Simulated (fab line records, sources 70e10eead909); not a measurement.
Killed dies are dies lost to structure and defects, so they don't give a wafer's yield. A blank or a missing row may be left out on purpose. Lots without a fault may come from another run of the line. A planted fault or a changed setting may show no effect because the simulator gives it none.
A struck lot beside a sound one | flow nand_harc | 14 steps out of a route of 1302
Sound: wafers L172.3, L172.4, L172.5. Struck: wafer L182.3. (L182.4, L182.5 of the same lot were not struck and are left out.) The cause comes at the end.
At each step with rows: each side's tool, then ch and its chambers, then its first start. Under that, the readings that differ: sound wafers | struck wafers | difference of the means | sigmas: that difference in standard deviations of wafers without a fault.
alike: readings whose means differ by less than 2 such deviations, and words and numbers that are the same on both sides. not compared: withheld readings, readings that some wafer has no value for, bounds like >300 that may hide the same value, and numbers for which the record gives no deviation and whose values overlap.
The two part at a step that has a row with sigmas, a row that says differs or no value, or rows on one side only. Numbers that don't overlap but have no deviation are shown without sigmas and don't part them. A reading that every wafer of one side lacks parts them only if that side has two wafers or more.

NHARC_A_STAIRCASE_ETCH_221: etches the open film in C4F8/O2, target depth 100 nm, time 40.5 s.
  sound on rie_diel-09 ch 2,3; struck on rie_diel-03 ch 3
  alike: chamber_pressure_mTorr, oes_product_au, rf_vpp_V
  not compared: rf_hours_counter_h
then, 1 step without rows for these wafers: NHARC_A_STAIRCASE_TRIM_222 (chemistry O2, time 211.2 s).
NHARC_A_STAIRCASE_ETCH_223: etches the open film in C4F8/O2, target depth 100 nm, time 40.5 s.
  sound on rie_diel-09 ch 1,2,3; struck on rie_diel-03 ch 1
  alike: chamber_pressure_mTorr, oes_product_au, rf_vpp_V
  not compared: rf_hours_counter_h
then, 4 steps without rows for these wafers: NHARC_A_STAIRCASE_TRIM_224 (chemistry O2, time 211.2 s); NHARC_A_STAIRCASE_ETCH_225 (etches the open film in C4F8/O2, target depth 100 nm, time 40.5 s); NHARC_A_STAIRCASE_TRIM_226 (chemistry O2, time 211.2 s); NHARC_A_STAIRCASE_ETCH_227 (etches the open film in C4F8/O2, target depth 100 nm, time 40.5 s).
NHARC_A_STAIRCASE_TRIM_229: chemistry O2, time 211.2 s.
  sound on rie_diel-09 ch 1,3, day 18 01:34; struck on rie_diel-09 ch 3, day 22 04:52
  reading          | sound                | struck | difference | sigmas
  run_length_s (s) | 233.51 232.73 233.36 | 232.25 | -0.95      | -4
  alike: chamber_pressure_mTorr, drypump_motor_current_A, mfc_ar_sccm, oes_product_au, rf_vpp_V, showerhead_plenum_p_Torr, throttle_valve_pct
  not compared: rf_hours_counter_h
NHARC_A_STAIRCASE_ETCH_230: etches the open film in C4F8/O2, target depth 100 nm, time 40.5 s.
  sound on rie_diel-09 ch 2,3; struck on rie_diel-09 ch 0
  reading               | sound             | struck | difference | sigmas
  oes_product_au (a.u.) | 0.948 0.946 0.957 | 0.993  | +0.043     | +3
  alike: chamber_pressure_mTorr, rf_vpp_V
  not compared: rf_hours_counter_h
NHARC_A_STAIRCASE_TRIM_231: chemistry O2, time 211.2 s.
  sound on rie_diel-09 ch 2,3; struck on rie_diel-09 ch 1
  alike: chamber_pressure_mTorr, drypump_motor_current_A, mfc_ar_sccm, oes_product_au, rf_vpp_V, run_length_s, showerhead_plenum_p_Torr, throttle_valve_pct
  not compared: rf_hours_counter_h
then, 1 step without rows for these wafers: NHARC_A_STAIRCASE_ETCH_232 (etches the open film in C4F8/O2, target depth 100 nm, time 40.5 s).
NHARC_A_STAIRCASE_TRIM_233: chemistry O2, time 211.2 s.
  sound on rie_diel-09 ch 1,2, day 18 02:08; struck on rie_diel-09 ch 0, day 22 05:23
  reading                         | sound             | struck | difference | sigmas
  run_length_s (s)                | 232.5 232.4 232.7 | 152.5  | -80.0      | -99 or more
  showerhead_plenum_p_Torr (Torr) | 3.40 3.40 3.37    | 3.75   | +0.36      | +2
  alike: chamber_pressure_mTorr, drypump_motor_current_A, mfc_ar_sccm, oes_product_au, rf_vpp_V, throttle_valve_pct
  not compared: rf_hours_counter_h
then, 1 step without rows for these wafers: NHARC_A_STAIRCASE_ETCH_234 (etches the open film in C4F8/O2, target depth 100 nm, time 40.5 s).
-- the record jumps here: 9 days lie between the struck wafers' starts before and after (it left off in module A_STAIRCASE and takes up again in module END, whose first step shown is number 1302 of the route) --
NHARC_END_SORT_01:
  sound on prober-02 ch 0, day 26 06:41; struck on prober-01 ch 0, day 30 21:44
  reading         | sound    | struck                   | difference                   | sigmas
  hold            | - - -    | await_dispo/2.3h/release | no value on the sound wafers |
  killed_at_array | 37 44 52 | 674                      | +630                         | +37
  killed_dies     | 38 47 52 | 677                      | +631                         | +37
  alike: killed_at_other, killed_at_periphery, killed_open, killed_short

WHERE THEY PART
First at NHARC_A_STAIRCASE_TRIM_229; last, within this record, at NHARC_END_SORT_01.

WHY: what the simulator had put in
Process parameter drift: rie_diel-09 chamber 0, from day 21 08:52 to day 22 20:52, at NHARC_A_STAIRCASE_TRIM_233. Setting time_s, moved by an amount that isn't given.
